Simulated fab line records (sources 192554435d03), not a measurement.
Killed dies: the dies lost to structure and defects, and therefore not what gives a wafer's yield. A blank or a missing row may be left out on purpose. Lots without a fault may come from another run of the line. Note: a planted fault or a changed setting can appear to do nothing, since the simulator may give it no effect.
A struck lot beside a sound one	flow n5_finfet	40 steps out of a route of 1938
Sound: the wafers L963.1, L963.2, L963.6. The struck wafers were L972.1, L972.3, L972.6. At the end, the cause is stated.
Each step with rows lists, per side, the tool, then ch with its chambers, then its first start. Under that, the readings that differ: sound wafers	struck wafers	difference of the means	sigmas: that difference in standard deviations of wafers without a fault.
alike: words and numbers the same on both sides, and readings whose means are apart by under 2 such deviations; not compared: readings that were withheld, readings missing a value for some wafer, numbers with overlapping values and no deviation given by the record, and bounds like >300 which may hide the same value.
The two part at a step that has a row with sigmas, a row that says differs or no value, or rows on one side only. When numbers do not overlap yet have no deviation, they are printed without sigmas and do not part them. A reading missing from all wafers of one side parts the sides only when that side holds two or more wafers.

first, 12 steps without rows for these wafers: N5_HKMG_FIN_ETCH_54 (etches SiARC in CF4, target depth 45.5 nm, time 75.8 s); N5_HKMG_FIN_ETCH_55 (etches SOC in N2/H2, target depth 240 nm, time 300 s); N5_HKMG_FIN_STRIP_56 (strips in N2/H2); N5_HKMG_FIN_STRIP_57 (strips in CF4); N5_HKMG_FIN_ETCH_58 (etches SOC in N2/H2, target depth 215.8 nm, time 741 s); N5_HKMG_FIN_STRIP_93 (strips SOC in N2/H2, time 20 s); N5_HKMG_FIN_WET_ETCH_76 (etches Al2O3 in dNH4OH, stops on La2O3, target depth 2.25 nm, rinse time 30 s); N5_HKMG_FIN_STRIP_60 (strips in N2/H2, time 360 s); N5_HKMG_FIN_WET_ETCH_77 (etches La2O3 in dHCl, stops on HfO2, target depth 2 nm); N5_HKMG_FIN_WET_ETCH_78 (etches Al2O3 in dNH4OH, stops on La2O3, target depth 4.5 nm, rinse time 30 s); N5_HKMG_FIN_ALD_79 (deposits TiN, target thk 1.5 nm, pulse time 1 s, purge time 3 s); N5_HKMG_FIN_CVD_62 (deposits a-Si from Si2H6, target thk 3 nm, time 20.8 s).
N5_HKMG_FIN_RTA_80: time 2 s.
  sound on rtp_anneal-01 ch 0, day 5 19:19; struck on rtp_anneal-01 ch 0, day 7 16:31
then, 25 steps without rows for these wafers: N5_HKMG_FIN_PRECLEAN_64 (cleans in dHF, time 30 s); N5_HKMG_FIN_WET_ETCH_65 (etches a-Si in TMAH, stops on TiN, time 49 s, target depth 3 nm); N5_HKMG_FIN_WET_ETCH_81 (etches TiN in SC1, stops on HfO2, time 57 s, target depth 6 nm); N5_HKMG_FIN_WET_ETCH_82 (etches La2O3 in dHCl, stops on HfO2, target depth 2 nm, rinse time 30 s); N5_HKMG_FIN_ALD_36 (deposits TiN, target thk 1 nm, pulse time 1 s, purge time 3 s); N5_HKMG_FIN_PWFM_ALD_03 (deposits TiN, target thk 2 nm, pulse time 1 s, purge time 3 s); N5_HKMG_FIN_COAT_29 (time 60 s, resist thk 300 nm); N5_HKMG_FIN_COAT_30 (time 60 s, resist thk 35 nm); N5_HKMG_FIN_COAT_06 (resist thk 90 nm); N5_HKMG_FIN_EBR_08; N5_HKMG_FIN_SOFTBAKE_07 (time 60 s); N5_HKMG_FIN_EXPOSE_09 (exposes mask NWFM); N5_HKMG_FIN_PEB_10 (peb time 60 s); N5_HKMG_FIN_DEVELOP_11 (develop time 30 s); N5_HKMG_FIN_DESCUM_17 (chemistry O2, time 7.9 s); N5_HKMG_FIN_ETCH_31 (etches SiARC in CF4, target depth 45.5 nm, time 75.8 s); N5_HKMG_FIN_ETCH_32 (etches SOC in N2/H2, target depth 240 nm, time 300 s); N5_HKMG_FIN_STRIP_33 (strips in N2/H2); N5_HKMG_FIN_STRIP_34 (strips in CF4); N5_HKMG_FIN_ETCH_35 (etches SOC in N2/H2, target depth 215.8 nm, time 243.4 s); N5_HKMG_FIN_STRIP_92 (strips SOC in N2/H2, time 20 s); N5_HKMG_FIN_WET_ETCH_18 (etches TiN in SC1, time 55 s, target depth 5.2 nm, rinse time 30 s); N5_HKMG_FIN_STRIP_19 (strips in N2/H2, time 360 s); N5_HKMG_FIN_ALD_91 (deposits TiN, target thk 1 nm, pulse time 1 s, purge time 3 s); N5_HKMG_FIN_COAT_85 (time 60 s, resist thk 300 nm).
-- here the record skips 4 days between the struck wafers' starts before and after, leaving off in module HKMG_FIN and picking up in module BEOL_M4 (first step shown: number 1111 of the route) --
N5_BEOL_M4_RC_MEAS_101:
  sound on prober-02 ch 0, day 9 22:19; struck on prober-01 ch 0, day 11 16:34
reading	sound	struck	difference	sigmas
DIBL_P (mV/V)	40.3 38.8 39.2	36.3 33.7 35.6	-4.2	-2
IOFF_P (nA/um)	0.27 0.25 0.26	0.16 0.13 0.15	-0.11	-4
ION_P (uA/um)	464 472 461	453 448 443	-18	-3
VT_N_LVT (mV)	92 95 92	82 86 83	-9	-3
VT_P (mV)	-248.9 -247.6 -245.5	-258.0 -258.6 -258.8	-11.1	-4
VT_P_LONG (mV)	-277 -274 -276	-286 -283 -283	-8	-3
  alike: DIBL_N, IOFF_N, ION_N, SS_N, SS_P, VT_N
-- record jumps: 4 days separate the struck wafers' starts on either side; left off in module BEOL_M4, taken up again in module PASSIVATION, whose first shown step is the route's number 1936 --
N5_PASSIVATION_PROBE_49:
  struck on prober-02, day 16 00:44; sound on prober-01, day 14 05:02
  alike: defect_limited_yield, killed_at_M0_to_M3, killed_at_M4_up, killed_at_contacts, killed_at_front_end, killed_at_other, killed_dies, killed_open, killed_short, sort_bin_4_leakage, sort_bin_5_function, sort_bin_6_memory, sort_bin_8_speed, sort_n_pass, sort_yield_pct

## WHERE THEY PART
Within this record, at N5_BEOL_M4_RC_MEAS_101 only. Later steps at which nothing parts them and some readings are alike: N5_PASSIVATION_PROBE_49.

WHY: whatever the simulator had introduced
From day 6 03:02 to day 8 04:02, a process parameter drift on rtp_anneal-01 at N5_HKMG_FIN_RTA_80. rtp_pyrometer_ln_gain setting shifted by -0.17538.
